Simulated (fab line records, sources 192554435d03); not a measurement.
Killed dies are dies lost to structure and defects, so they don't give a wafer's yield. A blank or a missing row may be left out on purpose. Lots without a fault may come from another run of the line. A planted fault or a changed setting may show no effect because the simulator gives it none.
One fault seen from 2 desks | flow n5_finfet | each desk has only its own numbers; what lay behind them comes last

THE TOOL OWNER'S DESK: ald_metal-04
The tool's own readings at N5_HKMG_FIN_ALD_91 (deposits TiN, target thk 1 nm, pulse time 1 s, purge time 3 s): means of the sampled wafers that have a number, for each lot that ran on this tool. A lot is out of limits, marked OUT, if its mean lies more than 4 standard deviations from the usual mean; the brackets give that distance.
Columns: A = heater_power_w at N5_HKMG_FIN_ALD_91, usual 904 W; B = precursor_pulse_height_rel at N5_HKMG_FIN_ALD_91, usual 1.000
lot  | first seen here | A   | B
L883 | day 4 18:13     | 718 | 1.018
L887 | day 5 16:37     | 948 | 0.991
L888 | day 5 22:37     | 824 | 0.987
L894 | day 7 14:17     | 730 | 1.024
L897 | day 8 06:31     | 760 | 1.008
This desk's finding: nothing out of limits on any of the 5 lots.

THE METROLOGY DESK
What the gauges read, lot by lot, whatever tool the lot ran on: means of the sampled wafers that have a number. A lot is out of limits, marked OUT, if its mean lies more than 4 standard deviations from the usual mean; the brackets give that distance. Of its 12 readings 7 are shown: those that lie furthest out on some lot.
Columns: A = IOFF_N_LONG at N5_BEOL_M4_RC_MEAS_101, usual 5.48e-05 nA/um; B = IOFF_P at N5_BEOL_M4_RC_MEAS_101, usual 0.24 nA/um; C = ION_N at N5_BEOL_M4_RC_MEAS_101, usual 679 uA/um; D = ION_P at N5_BEOL_M4_RC_MEAS_101, usual 465 uA/um; E = SS_P at N5_BEOL_M4_RC_MEAS_101, usual 73.7 mV/dec; F = VT_N_LONG at N5_BEOL_M4_RC_MEAS_101, usual 275.4 mV; G = VT_P at N5_BEOL_M4_RC_MEAS_101, usual -249 mV
lot  | first seen here | A        | B    | C   | D   | E    | F     | G
L881 | day 7 19:21     | 5.47e-05 | 0.23 | 672 | 461 | 73.5 | 274.7 | -248
L883 | day 8 11:52     | 5.00e-05 | 0.21 | 670 | 464 | 73.8 | 278.5 | -250
L887 | day 9 23:35     | 5.42e-05 | 0.25 | 681 | 465 | 74.2 | 275.7 | -248
L888 | day 10 05:40    | 5.24e-05 | 0.19 | 669 | 457 | 73.3 | 277.7 | -252
L894 | day 11 17:02    | 6.00e-05 | 0.26 | 699 | 478 | 73.0 | 272.4 | -246
L897 | day 11 22:50    | 5.91e-05 | 0.18 | 682 | 460 | 73.7 | 273.3 | -252
L898 | day 12 19:31    | 5.40e-05 | 0.21 | 673 | 458 | 73.5 | 276.7 | -252
L902 | day 13 22:26    | 5.15e-05 | 0.26 | 683 | 465 | 74.6 | 276.6 | -250
L901 | day 13 22:40    | 5.53e-05 | 0.24 | 678 | 464 | 73.7 | 276.0 | -249
This desk's finding: nothing out of limits on any of the 9 lots.

PUT TOGETHER
The tool owner's desk saw nothing out of limits.
The metrology desk saw nothing out of limits.

WHAT THE SIMULATOR HAD PUT IN
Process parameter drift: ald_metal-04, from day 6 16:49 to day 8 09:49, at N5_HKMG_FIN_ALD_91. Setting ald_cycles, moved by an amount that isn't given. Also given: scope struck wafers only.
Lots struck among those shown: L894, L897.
